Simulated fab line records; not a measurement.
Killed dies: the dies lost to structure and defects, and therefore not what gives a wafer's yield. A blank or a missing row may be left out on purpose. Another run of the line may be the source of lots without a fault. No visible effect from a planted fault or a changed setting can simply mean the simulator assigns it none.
fab line records	flow n5_finfet	part 2 of 2: steps 18 to 26 of 26
record lots=5	wafers=15	last_day=18
route steps=1938 shown BEOL_M0_SAQP@660
lots untouched by any fault: they come from a run of this same line in which no faults occurred
start_h: the number of hours between the record's first day and the start of the first shown wafer of the lot	wait_h: hours from the lot's prior step to this one	" repeats the value in the row above	L1.1+2: a single row standing in for several wafers	- value missing, or start not given	* or withheld: withheld	< > ~ a bound
route shown NAME@n: a module of which the file shows steps, and the number in the route of the first	usual: the fault-free wafers' mean and standard deviation	same: alike in all rows	chamber/n: place in a boat	sites: the reading at each site	_std_site: standard deviation across them	_edge_site: mean of outer sites minus mean of inner sites	radius_mm: for every site, how far away it sits from the centre of the wafer	mask NAME#n: copy n	behind: tool/chamber where the wafer was last shaped	hold: why the lot was held/for how many hours/how that ended	device: names the non-switching transistor (n, p or np)	end of line: the same wafers' tests at the end of the route	where a step has no rows: the recipe by itself	killed: not the wafer's yield, but the dies lost to structure and defects at the first sort	map: a wafer's dies, x killed, . not, _ none there
set.NAME: the setting that was run; set.NAME@STEP: the one run at that earlier step	model.NAME: the simulator's own value behind a step, which no gauge read
lots at some steps of the route; a table a step, a row a wafer
services: from which hour (start_h, from the record's first day; less than 0 if before it) a tool's chamber was out of use, for how many hours, and why
## steps
# step N5_BEOL_M0_SAQP_SPACER2_ETCHBACK_27
# recipe chemistry=CHF3/O2	mode=anisotropic_etchback	target=SiO2	target_depth_a=225	time_s=11.25	pressure_mtorr=30	source_w=650	bias_w=170	Ar_flow_sccm=200	CHF3_flow_sccm=50	O2_flow_sccm=5	ion_energy_ev=200
# usual CHF3_flow_sccm=50.01/0.16	drypump_motor_current_A=5.7/0.36	oes_product_au=0.78/0.068	rf_vpp_V=523/4	showerhead_plenum_p_Torr=2.40/0.094	throttle_valve_pct=18.96/0.2
lot.wafer	tool	chamber	start_h	wait_h	CHF3_flow_sccm	drypump_motor_current_A	oes_product_au	rf_hours_counter_h	rf_vpp_V	showerhead_plenum_p_Torr	throttle_valve_pct
L074.4	rie_diel-05	0	111.23	0.3	50.20	6.1	0.75	-	524	2.42	18.90
L074.5	"	2	"	"	49.90	6.0	0.72	-	523	2.49	18.67
L074.6	"	1	"	"	49.78	5.2	0.94	-	515	2.37	18.81
L075.2	rie_diel-06	2	116.48	0.3	49.82	5.8	0.74	144	516	2.32	19.21
L075.3	"	0	"	"	50.00	5.7	0.83	88	523	2.53	18.92
L075.4	"	3	"	"	49.92	5.3	0.68	245	520	2.28	18.82
L082.2	rie_diel-06	2	158.10	0.3	50.10	5.9	0.73	157	515	2.31	19.21
L082.3	"	3	"	"	49.94	5.3	0.68	254	522	2.28	18.86
L082.6	"	1	"	"	49.90	5.9	0.78	-	526	2.23	19.28
L085.2	rie_diel-05	3	179.38	0.3	49.80	5.6	0.94	13	525	2.38	18.74
L085.3	"	0	"	"	50.05	6.1	0.74	162	524	2.41	18.93
L085.5	"	0	"	"	50.16	6.1	0.73	-	522	2.41	18.93
L096.3	rie_diel-06	1	240.73	0.3	49.79	5.9	0.75	153	526	2.22	19.30
L096.4	"	2	"	"	49.96	5.9	0.71	182	514	2.30	19.26
L096.6	"	0	"	"	49.71	5.7	0.79	-	523	2.52	18.97
# step N5_BEOL_M0_SAQP_MANDREL2_REMOVE_110
# recipe chemistry=HBr/Cl2/O2	bt_time_s=10	target=a-Si	stop_on=SiCN	endpoint=OES-SiCl	over_etch_frac=1	icp_w=600	bias_w=30	HBr_flow_sccm=150	Cl2_flow_sccm=80	O2_flow_sccm=5	pressure_mtorr=10
# usual drypump_motor_current_A=5.8/0.49	oes_product_au=0.995/0.012	throttle_valve_pct=36.50/0.27
# same bt_time_s=10
lot.wafer	tool	chamber	start_h	wait_h	drypump_motor_current_A	oes_product_au	rf_hours_counter_h	throttle_valve_pct
L074.4	rie_si-05	0	111.28	0.0	6.0	0.999	193	36.38
L074.5	"	0	"	"	6.0	1.010	-	36.39
L074.6	"	1	"	"	5.7	0.992	-	36.21
L075.2	rie_si-05	0	116.56	0.1	6.0	1.009	193	36.39
L075.3	"	3	"	"	6.1	0.995	108	36.29
L075.4	"	1	"	"	5.8	1.002	87	36.23
L082.2	rie_si-04	1	158.19	0.1	6.1	0.997	5	36.44
L082.3	"	3	"	"	5.5	1.010	81	36.68
L082.6	"	1	"	"	6.1	0.998	-	36.41
L085.2	rie_si-05	2	179.47	0.1	4.9	0.988	154	36.23
L085.3	"	3	"	"	6.1	0.994	110	36.28
L085.5	"	2	"	"	4.9	0.989	-	36.24
L096.3	rie_si-02	2	240.82	0.1	6.0	0.987	6	36.96
L096.4	"	1	"	"	6.2	0.979	156	36.34
L096.6	"	0	"	"	4.9	0.964	-	36.56
# step N5_BEOL_M0_SAQP_CD_MEAS_29
# recipe target_cd_nm=14.4	landing_energy_ev=1000	detector=se_inlens
# usual cd_nm=15.00/0.22
lot.wafer	tool	chamber	start_h	wait_h	cd_nm
L074.4	cd_sem-03	0	111.40	0.1	15.02
L074.5	"	0	"	"	15.09
L074.6	"	0	"	"	14.61
L075.2	cd_sem-03	0	116.68	0.1	15.18
L075.3	"	0	"	"	14.89
L075.4	"	0	"	"	14.84
L082.2	cd_sem-02	0	158.30	0.1	15.11
L082.3	"	0	"	"	14.96
L082.6	"	0	"	"	14.72
L085.2	cd_sem-03	0	179.58	0.1	14.76
L085.3	"	0	"	"	15.03
L085.5	"	0	"	"	14.99
L096.3	cd_sem-01	0	240.93	0.1	14.90
L096.4	"	0	"	"	15.30
L096.6	"	0	"	"	15.60
# step N5_BEOL_M0_SAQP_COAT_69
# recipe resist=SOC	temp_c=250	time_s=60	spin_rpm=1500	resist_thk_nm=90
# usual resist_line_temp_C=22.98/0.11
lot.wafer	tool	chamber	start_h	wait_h	resist_line_temp_C
L074.4	litho_track-02	0	111.43	0.0	22.83
L074.5	"	0	"	"	22.94
L074.6	"	0	"	"	23.04
L075.2	litho_track-04	0	116.71	0.0	23.08
L075.3	"	0	"	"	22.88
L075.4	"	0	"	"	22.92
L082.2	litho_track-05	0	158.33	0.0	23.09
L082.3	"	0	"	"	23.19
L082.6	"	0	"	"	23.26
L085.2	litho_track-04	0	179.61	0.0	22.94
L085.3	"	0	"	"	22.93
L085.5	"	0	"	"	22.95
L096.3	litho_track-04	0	240.96	0.0	23.09
L096.4	"	0	"	"	23.08
L096.6	"	0	"	"	23.02
# step N5_BEOL_M0_SAQP_COAT_72
# recipe resist=SiARC	temp_c=220	time_s=60	spin_rpm=1500	resist_thk_nm=15
# usual resist_line_temp_C=23.01/0.092
lot.wafer	tool	chamber	start_h	wait_h	resist_line_temp_C
L074.4	litho_track-02	0	-	-	23.12
L074.5	"	0	"	"	22.96
L074.6	"	0	"	"	22.93
L075.2	litho_track-04	0	-	-	23.05
L075.3	"	0	"	"	23.01
L075.4	"	0	"	"	22.90
L082.2	litho_track-05	0	-	-	23.00
L082.3	"	0	"	"	23.06
L082.6	"	0	"	"	22.96
L085.2	litho_track-04	0	-	-	22.93
L085.3	"	0	"	"	23.05
L085.5	"	0	"	"	22.88
L096.3	litho_track-04	0	-	-	22.99
L096.4	"	0	"	"	23.18
L096.6	"	0	"	"	22.92
# step N5_BEOL_M0_SAQP_COAT_87
# recipe resist=underlayer	temp_c=205	time_s=60	spin_rpm=1500	resist_thk_nm=5
# usual resist_line_temp_C=23.00/0.098
lot.wafer	tool	chamber	start_h	wait_h	resist_line_temp_C
L074.4	litho_track-02	0	-	-	22.92
L074.5	"	0	"	"	22.81
L074.6	"	0	"	"	22.83
L075.2	litho_track-04	0	-	-	22.84
L075.3	"	0	"	"	23.04
L075.4	"	0	"	"	22.91
L082.2	litho_track-05	0	-	-	23.06
L082.3	"	0	"	"	22.95
L082.6	"	0	"	"	23.00
L085.2	litho_track-04	0	-	-	23.08
L085.3	"	0	"	"	23.06
L085.5	"	0	"	"	23.04
L096.3	litho_track-04	0	-	-	22.86
L096.4	"	0	"	"	23.11
L096.6	"	0	"	"	22.99
# step N5_BEOL_M0_SAQP_COAT_34
# recipe resist=CAR-EUV	spin_rpm=1500	resist_thk_nm=30
# usual resist_line_temp_C=23.00/0.1
lot.wafer	tool	chamber	start_h	wait_h	resist_line_temp_C
L074.4	litho_track-02	0	-	-	22.85
L074.5	"	0	"	"	22.95
L074.6	"	0	"	"	22.95
L075.2	litho_track-04	0	-	-	23.00
L075.3	"	0	"	"	23.17
L075.4	"	0	"	"	23.08
L082.2	litho_track-05	0	-	-	23.07
L082.3	"	0	"	"	23.12
L082.6	"	0	"	"	23.04
L085.2	litho_track-04	0	-	-	23.09
L085.3	"	0	"	"	23.13
L085.5	"	0	"	"	23.07
L096.3	litho_track-04	0	-	-	22.93
L096.4	"	0	"	"	23.00
L096.6	"	0	"	"	22.94
# step N5_BEOL_M0_SAQP_EBR_36
# recipe solvent=PGMEA	ebr_width_mm=1.5
# usual resist_line_temp_C=23.00/0.095
lot.wafer	tool	chamber	start_h	wait_h	resist_line_temp_C
L074.4	litho_track-02	0	-	-	23.07
L074.5	"	0	"	"	23.01
L074.6	"	0	"	"	23.14
L075.2	litho_track-04	0	-	-	23.06
L075.3	"	0	"	"	22.80
L075.4	"	0	"	"	23.01
L082.2	litho_track-05	0	-	-	23.03
L082.3	"	0	"	"	23.07
L082.6	"	0	"	"	23.09
L085.2	litho_track-04	0	-	-	23.12
L085.3	"	0	"	"	23.10
L085.5	"	0	"	"	23.11
L096.3	litho_track-04	0	-	-	22.89
L096.4	"	0	"	"	22.98
L096.6	"	0	"	"	22.96
# step N5_BEOL_M0_SAQP_SOFTBAKE_35
# recipe temp_c=110	time_s=60	resist=CAR-EUV
# usual resist_line_temp_C=22.99/0.11
lot.wafer	tool	chamber	start_h	wait_h	resist_line_temp_C
L074.4	litho_track-02	0	-	-	23.12
L074.5	"	0	"	"	23.09
L074.6	"	0	"	"	22.93
L075.2	litho_track-04	0	-	-	23.00
L075.3	"	0	"	"	23.00
L075.4	"	0	"	"	22.98
L082.2	litho_track-05	0	-	-	22.88
L082.3	"	0	"	"	22.92
L082.6	"	0	"	"	23.07
L085.2	litho_track-04	0	-	-	22.93
L085.3	"	0	"	"	23.13
L085.5	"	0	"	"	22.96
L096.3	litho_track-04	0	-	-	22.78
L096.4	"	0	"	"	23.16
L096.6	"	0	"	"	23.04
## services
tool	chamber	start_h	hours	kind
rie_si-05	0	93.95	2.6	repair
rie_si-02	3	99.00	7.2	repair
rie_diel-05	3	106.00	-	clean
rie_diel-05	3	106.00	-	consumable_replace:focus_ring
rie_diel-05	3	106.00	22.3	scheduled_down
rie_diel-05	3	106.00	22.3	vent_cycle
rie_diel-06	3	106.80	1.2	repair
vapor_etch-02	-	107.69	2.8	pm
rie_diel-06	-	110.12	0.7	repair
wet_bench-03	-	111.25	1.9	pm
ald_sin-02	-	112.02	6.1	pm
vapor_etch-01	-	127.12	1.1	repair
wet_bench-01	-	136.52	1.8	repair
rie_diel-06	0	151.75	8.8	repair
ald_sin-04	-	164.71	0.3	repair
ald_sin-02	-	176.79	14.0	pm
rie_si-05	0	179.77	2.8	repair
rie_diel-06	1	185.66	1.9	repair
rie_diel-02	2	186.31	1.2	repair
wet_bench-01	-	202.91	1.0	repair
ald_sin-02	3	205.50	4.2	repair
rie_diel-02	-	211.42	0.1	repair
vapor_etch-01	-	219.46	14.6	pm
rie_diel-02	1	234.79	10.1	repair
